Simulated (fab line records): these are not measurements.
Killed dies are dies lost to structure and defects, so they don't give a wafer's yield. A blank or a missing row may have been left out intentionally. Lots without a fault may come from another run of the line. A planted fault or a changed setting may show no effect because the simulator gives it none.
Matching of chambers ; flow n5Finfet ; 3 sister chambers for N5_ZERO_LAYER_PECVD_02 on pecvd-03
The step deposits SiO2 from SiH4/N2O, target thk 10 nm, time 6 s. 6 wafers are shown with their chamber, then 8 later ones without.

## WAFERS, EACH WITH ITS CHAMBER
wafer;chamber;showerheadPlenumPTorr (Torr);heaterPowerW (W)
L085.2;0;8.35;932
L085.4;0;8.34;946
L087.1;2;7.96;1081
L087.2;1;8.31;758
L087.4;1;8.28;761
L090.1;2;7.98;1087

## WAFERS MISSING THEIR CHAMBER
wafer;showerheadPlenumPTorr (Torr);heaterPowerW (W)
L090.3;8.35;810
L090.5;8.00;1092
L093.3;8.34;853
L093.4;8.29;773
L093.6;7.99;1019
L097.1;8.00;1119
L097.4;7.99;1128
L097.6;8.35;956

## CHAMBER TAKEN BY EACH
wafer;from the rows above;in truth
L090.3;1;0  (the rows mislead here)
L090.5;2;2
L093.3;can't be placed: 0 or 1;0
L093.4;1;1
L093.6;2;2
L097.1;2;2
L097.4;2;2
L097.6;0;0
Correct placement for 6 of the 8. Cannot be placed on the basis of these rows: 1; the candidates contain the true chamber in 1. Number placed wrongly: 1.
How it was worked out, from the rows above alone: a wafer's distance from a chamber is the root of the sum, over the readings, of the square of ((its reading less the chamber's mean) divided by the reading's scatter). The wafer belongs to the nearest chamber; if the next one is less than 2 further off, it can't be placed. A chamber's mean is the mean of its shown wafers. The scatter is the square root of a quotient: the sum, over the shown wafers, of each reading's squared deviation from its chamber's mean, divided by wafers minus chambers.
